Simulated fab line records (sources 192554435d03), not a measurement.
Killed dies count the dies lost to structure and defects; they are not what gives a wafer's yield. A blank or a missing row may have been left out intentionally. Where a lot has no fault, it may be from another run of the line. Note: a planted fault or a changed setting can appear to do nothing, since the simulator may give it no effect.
Chamber matching -- flow n5_finfet -- N5_BEOL_M2_DEP_57 on pecvd-02: 3 sister chambers
The step deposits SiCN from 3MS/NH3, target thk 8 nm, time 14 s. 6 wafers are shown with their chamber, then 11 later ones without.

== WAFERS WITH THEIR CHAMBER ==
wafer,chamber,showerhead_plenum_p_Torr (Torr),throttle_valve_pct (%)
L079.2,2,3.656,9.28
L079.6,2,3.658,9.52
L081.6,1,3.667,9.35
L086.3,0,3.676,9.60
L086.6,1,3.646,9.13
L087.3,0,3.671,9.32

== WAFERS MISSING THEIR CHAMBER ==
wafer,showerhead_plenum_p_Torr (Torr),throttle_valve_pct (%)
L087.5,3.674,9.44
L087.6,3.656,9.12
L094.3,3.670,9.41
L094.4,3.654,9.07
L094.6,3.666,9.32
L095.2,3.675,9.40
L095.5,3.680,9.50
L095.6,3.649,9.22
L096.4,3.678,9.43
L096.5,3.645,8.21
L096.6,3.654,9.06

== WHICH CHAMBER EACH WENT THROUGH ==
wafer,from the rows above,in truth
L087.5,can't be placed: 0 or 2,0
L087.6,can't be placed: 1 or 2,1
L094.3,can't be placed: 0 or 2 or 1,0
L094.4,can't be placed: 1 or 2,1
L094.6,can't be placed: 2 or 0 or 1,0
L095.2,can't be placed: 0 or 2 or 1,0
L095.5,can't be placed: 0 or 2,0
L095.6,can't be placed: 1 or 2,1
L096.4,can't be placed: 0 or 2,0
L096.5,can't be placed: 1 or 2 or 0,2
L096.6,can't be placed: 1 or 2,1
Correct placement for 0 of the 11. Not placeable from these rows: 11 (in 11, the candidates include the true chamber). Wrongly placed: 0.
How it was worked out, from the rows above alone: a wafer's distance from a chamber is the root of the sum, over the readings, of the square of ((its reading less the chamber's mean) divided by the reading's scatter). If the next closest chamber is less than 2 further off than the closest, the wafer can't be placed; otherwise it belongs to the closest. Each chamber's mean is taken over the wafers shown for it. How the scatter is found: for the shown wafers, subtract from each reading the mean of its chamber, square and add these, divide the total by (wafers less chambers), then take the root.
